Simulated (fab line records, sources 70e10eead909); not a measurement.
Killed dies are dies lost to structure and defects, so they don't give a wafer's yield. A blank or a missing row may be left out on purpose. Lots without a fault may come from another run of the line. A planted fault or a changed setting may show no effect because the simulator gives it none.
Chamber matching | flow nand_harc | NHARC_A_BLC_STRIP_21 on rie_diel-13: 4 sister chambers
The step strips in O2. 14 wafers are shown with their chamber, then 7 later ones without.

WAFERS WITH THEIR CHAMBER
wafer  | chamber | showerhead_plenum_p_Torr (Torr) | drypump_motor_current_A (A) | oes_product_au (a.u.)
L077.1 | 2       | 3.38                            | 5.0                         | 0.990
L077.2 | 0       | 3.77                            | 6.2                         | 1.001
L077.5 | 3       | 3.44                            | 5.4                         | 0.989
L080.2 | 1       | 3.29                            | 5.6                         | 0.982
L080.3 | 2       | 3.37                            | 5.0                         | 0.994
L080.5 | 0       | 3.77                            | 6.2                         | 0.994
L082.2 | 2       | 3.37                            | 5.0                         | 0.998
L082.5 | 0       | 3.77                            | 6.2                         | 1.008
L082.6 | 1       | 3.29                            | 5.7                         | 0.993
L087.1 | 3       | 3.43                            | 5.4                         | 0.997
L087.2 | 0       | 3.77                            | 6.2                         | 1.006
L087.6 | 3       | 3.43                            | 5.4                         | 0.989
L089.1 | 3       | 3.43                            | 5.4                         | 0.993
L089.2 | 1       | 3.29                            | 5.6                         | 0.992

SIGNATURES (means of the wafers above)
reading                  | chamber 0 | chamber 1 | chamber 2 | chamber 3 | scatter within a chamber
showerhead_plenum_p_Torr | 3.7700    | 3.2900    | 3.3733    | 3.4325    | 0.00376
drypump_motor_current_A  | 6.200     | 5.633     | 5.000     | 5.400     | 0.0258
oes_product_au           | 1.00225   | 0.98900   | 0.99400   | 0.99200   | 0.00516
Rule: a wafer's distance from a chamber is the root of the sum, over the readings, of the square of ((its reading less the chamber's mean) divided by the reading's scatter). The wafer belongs to the nearest chamber; if the next one is less than 2 further off, it can't be placed. The scatter: the root of (the sum of the squares of (reading less its chamber's mean) over the shown wafers, divided by (wafers less chambers)).

WAFERS WITHOUT THEIR CHAMBER
wafer  | showerhead_plenum_p_Torr (Torr) | drypump_motor_current_A (A) | oes_product_au (a.u.)
L089.5 | 3.77                            | 6.2                         | 0.996
L094.1 | 3.37                            | 5.0                         | 0.999
L094.4 | 3.29                            | 5.6                         | 1.020
L094.5 | 3.77                            | 6.2                         | 1.012
L095.1 | 3.43                            | 5.4                         | 1.004
L095.4 | 3.77                            | 6.2                         | 1.009
L095.5 | 3.77                            | 6.2                         | 1.000

WHICH CHAMBER EACH WENT THROUGH
wafer  | from the rows above | in truth
L089.5 | 0                   | 0
L094.1 | 2                   | 2
L094.4 | 1                   | 1
L094.5 | 0                   | 0
L095.1 | 3                   | 3
L095.4 | 0                   | 0
L095.5 | 0                   | 0
Placed correctly: 7 of 7. Can't be placed from these rows: 0. Placed wrongly: 0.
